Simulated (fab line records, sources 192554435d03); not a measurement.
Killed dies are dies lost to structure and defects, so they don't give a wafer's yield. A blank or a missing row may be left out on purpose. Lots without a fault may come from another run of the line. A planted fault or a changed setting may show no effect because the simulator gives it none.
Chamber matching | flow n5_finfet | N5_BEOL_M6_STRIP_67 on rie_diel-03: 4 sister chambers
The step strips in CF4. 18 wafers are shown with their chamber, then 9 later ones without.

WAFERS WITH THEIR CHAMBER
wafer  | chamber | drypump_motor_current_A (A) | throttle_valve_pct (%) | showerhead_plenum_p_Torr (Torr)
L077.2 | 3       | 5.44                        | 13.48                  | 1.81
L077.3 | 2       | 4.93                        | 13.46                  | 1.90
L077.5 | 3       | 5.44                        | 13.48                  | 1.81
L076.3 | 0       | 5.81                        | 12.92                  | 1.82
L076.4 | 2       | 4.93                        | 13.47                  | 1.90
L076.5 | 0       | 5.81                        | 12.94                  | 1.81
L078.3 | 0       | 5.84                        | 12.93                  | 1.81
L078.4 | 3       | 5.43                        | 13.46                  | 1.81
L078.6 | 2       | 4.94                        | 13.45                  | 1.90
L085.1 | 1       | 5.84                        | 13.38                  | 1.84
L085.2 | 3       | 5.42                        | 13.52                  | 1.81
L085.6 | 2       | 4.93                        | 13.50                  | 1.89
L090.1 | 0       | 5.81                        | 12.98                  | 1.81
L090.2 | 1       | 5.85                        | 13.38                  | 1.84
L090.4 | 2       | 4.93                        | 13.50                  | 1.89
L089.2 | 0       | 5.82                        | 12.99                  | 1.81
L089.4 | 3       | 5.44                        | 13.54                  | 1.80
L089.5 | 2       | 4.90                        | 13.52                  | 1.89

SIGNATURES (means of the wafers above)
reading                  | chamber 0 | chamber 1 | chamber 2 | chamber 3 | scatter within a chamber
drypump_motor_current_A  | 5.8180    | 5.8450    | 4.9267    | 5.4340    | 0.0119
throttle_valve_pct       | 12.9520   | 13.3800   | 13.4833   | 13.4960   | 0.0292
showerhead_plenum_p_Torr | 1.8120    | 1.8400    | 1.8950    | 1.8080    | 0.00471
Rule: a wafer's distance from a chamber is the root of the sum, over the readings, of the square of ((its reading less the chamber's mean) divided by the reading's scatter). The wafer belongs to the nearest chamber; if the next one is less than 2 further off, it can't be placed. The scatter: the root of (the sum of the squares of (reading less its chamber's mean) over the shown wafers, divided by (wafers less chambers)).

WAFERS WITHOUT THEIR CHAMBER
wafer  | drypump_motor_current_A (A) | throttle_valve_pct (%) | showerhead_plenum_p_Torr (Torr)
L091.2 | 5.83                        | 13.43                  | 1.83
L091.4 | 4.96                        | 13.53                  | 1.89
L091.5 | 5.83                        | 13.42                  | 1.83
L093.1 | 4.93                        | 13.56                  | 1.89
L093.2 | 5.85                        | 13.05                  | 1.80
L093.4 | 5.42                        | 13.59                  | 1.80
L096.2 | 5.82                        | 13.05                  | 1.80
L096.3 | 5.42                        | 13.59                  | 1.80
L096.5 | 5.44                        | 13.58                  | 1.80

WHICH CHAMBER EACH WENT THROUGH
wafer  | from the rows above | in truth
L091.2 | 1                   | 1
L091.4 | 2                   | 2
L091.5 | 1                   | 1
L093.1 | 2                   | 2
L093.2 | 0                   | 0
L093.4 | 3                   | 3
L096.2 | 0                   | 0
L096.3 | 3                   | 3
L096.5 | 3                   | 3
Placed correctly: 9 of 9. Can't be placed from these rows: 0. Placed wrongly: 0.
